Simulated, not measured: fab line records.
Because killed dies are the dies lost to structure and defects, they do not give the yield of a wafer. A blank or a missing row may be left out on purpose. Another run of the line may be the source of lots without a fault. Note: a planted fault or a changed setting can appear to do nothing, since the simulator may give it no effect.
Chamber matching | flow n5-finfet | 4 sister chambers for N5_DUMMY_GATE_DESCUM_20 on rie-diel-05
The step chemistry O2, time 6.2 s. 4 wafers are shown with their chamber, then 7 later ones without.

## EACH WAFER AND ITS CHAMBER
wafer  | chamber | showerhead-plenum-p-Torr (Torr)
L086.1 | 1       | 1.99
L086.3 | 0       | 2.13
L089.4 | 2       | 2.16
L089.5 | 3       | 2.04

## WAFERS WITHOUT THEIR CHAMBER
wafer  | showerhead-plenum-p-Torr (Torr)
L089.6 | 2.13
L094.1 | 2.15
L094.2 | 2.12
L094.6 | 2.04
L097.1 | 1.98
L097.3 | 2.15
L097.5 | 2.12

## EACH ONE'S CHAMBER
wafer  | from the rows above     | in truth
L089.6 | 0                       | 0
L094.1 | can't be placed: 2 or 0 | 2
L094.2 | 0                       | 0
L094.6 | 3                       | 3
L097.1 | 1                       | 1
L097.3 | can't be placed: 2 or 0 | 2
L097.5 | 0                       | 0
Placed correctly: 5 of 7. Not placeable from these rows: 2 (in 2, the candidates include the true chamber). Placed wrongly: 0.
How it was worked out, from the rows above alone: a wafer's distance from a chamber is the root of the sum, over the readings, of the square of ((its reading less the chamber's mean) divided by the reading's scatter). The wafer belongs to the nearest chamber; if the next one is less than 2 further off, it can't be placed. A chamber's mean is the mean of its shown wafers. The scatter: root of mean squared gap, hidden wafer to nearest shown wafer, with one shown wafer a chamber.
